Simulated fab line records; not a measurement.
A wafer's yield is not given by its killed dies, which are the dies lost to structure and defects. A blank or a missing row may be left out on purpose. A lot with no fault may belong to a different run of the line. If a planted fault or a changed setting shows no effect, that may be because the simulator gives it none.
Matching of chambers -- flow nand-harc -- rie-diel-02 running NHARC_A_CHANNEL_HOLE_D1_ETCH_38: 4 sister chambers
The step etches the open film in CF4, target depth 39 nm, time 65 s. 14 wafers are shown with their chamber, then 7 later ones without.

EACH WAFER AND ITS CHAMBER
wafer,chamber,drypump-motor-current-A (A),run-length-s (s),oes-product-au (a.u.)
L767.1,2,5.9,86.4,1.002
L767.3,1,5.5,86.9,1.019
L767.4,0,5.1,86.9,1.022
L774.2,2,5.9,85.9,0.977
L774.3,0,5.1,86.4,1.013
L774.5,2,5.9,86.5,0.976
L775.2,2,5.9,86.4,0.989
L775.3,0,5.1,86.5,1.007
L775.5,0,5.1,86.4,1.004
L776.3,1,5.6,86.8,1.021
L776.4,2,5.9,86.5,0.980
L776.5,1,5.6,86.8,1.025
L785.1,3,5.4,85.7,1.000
L785.3,0,5.1,86.4,1.012

SIGNATURES (means of the wafers above)
reading,chamber 0,chamber 1,chamber 2,chamber 3,scatter within a chamber
drypump-motor-current-A,5.100,5.567,5.900,5.400,0.0258
run-length-s,86.520,86.833,86.340,85.700,0.211
oes-product-au,1.01160,1.02167,0.98480,1.00000,0.00826
Rule: for each reading, subtract the chamber's mean from the wafer's reading, divide by that reading's scatter and square the result; add these up over the readings and take the root, which gives the wafer's distance from the chamber. If the next closest chamber is less than 2 further off than the closest, the wafer can't be placed; otherwise it belongs to the closest. The scatter: take each reading less its chamber's mean, square it, sum over the shown wafers, divide by the number of wafers less the number of chambers, and take the root.

WAFERS MISSING THEIR CHAMBER
wafer,drypump-motor-current-A (A),run-length-s (s),oes-product-au (a.u.)
L785.6,5.5,86.6,1.020
L786.1,5.4,85.8,1.002
L786.2,5.1,86.6,1.010
L786.3,5.5,87.2,1.013
L788.1,5.4,86.0,1.000
L788.2,5.9,86.6,1.001
L788.3,5.5,86.7,1.018

WHICH CHAMBER EACH ONE RAN IN
wafer,from the rows above,in truth
L785.6,1,1
L786.1,3,3
L786.2,0,0
L786.3,1,1
L788.1,3,3
L788.2,2,2
L788.3,1,1
Correctly placed: 7 of 7. From these rows, 0 cannot be placed. Number placed wrongly: 0.
